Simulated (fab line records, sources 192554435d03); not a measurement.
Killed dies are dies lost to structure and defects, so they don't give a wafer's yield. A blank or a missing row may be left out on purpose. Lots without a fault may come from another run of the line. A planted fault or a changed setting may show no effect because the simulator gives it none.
Chamber matching | flow n5_finfet | N5_BEOL_M9_CVD_78 on cvd_co-02: 3 sister chambers
The step deposits Co from CCTBA/H2, target thk 2 nm, time 138.9 s. 3 wafers are shown with their chamber, then 6 later ones without.

WAFERS WITH THEIR CHAMBER
wafer  | chamber | chamber_pressure_Torr (Torr)
L878.1 | 1       | 29.89
L883.2 | 2       | 29.97
L883.4 | 0       | 30.03

WAFERS WITHOUT THEIR CHAMBER
wafer  | chamber_pressure_Torr (Torr)
L883.5 | 29.99
L885.2 | 30.04
L885.3 | 30.04
L885.5 | 29.95
L884.4 | 29.99
L884.6 | 30.07

WHICH CHAMBER EACH WENT THROUGH
wafer  | from the rows above     | in truth
L883.5 | can't be placed: 2 or 0 | 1
L885.2 | 0                       | 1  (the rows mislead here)
L885.3 | 0                       | 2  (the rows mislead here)
L885.5 | can't be placed: 2 or 1 | 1
L884.4 | can't be placed: 2 or 0 | 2
L884.6 | 0                       | 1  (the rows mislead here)
Placed correctly: 0 of 6. Can't be placed from these rows: 3 (the true chamber is among the candidates in 2). Placed wrongly: 3.
How it was worked out, from the rows above alone: a wafer's distance from a chamber is the root of the sum, over the readings, of the square of ((its reading less the chamber's mean) divided by the reading's scatter). The wafer belongs to the nearest chamber; if the next one is less than 2 further off, it can't be placed. A chamber's mean is the mean of its shown wafers. The scatter: with one shown wafer a chamber, the root of the mean of the squares of how far each hidden wafer lies from its nearest shown one.
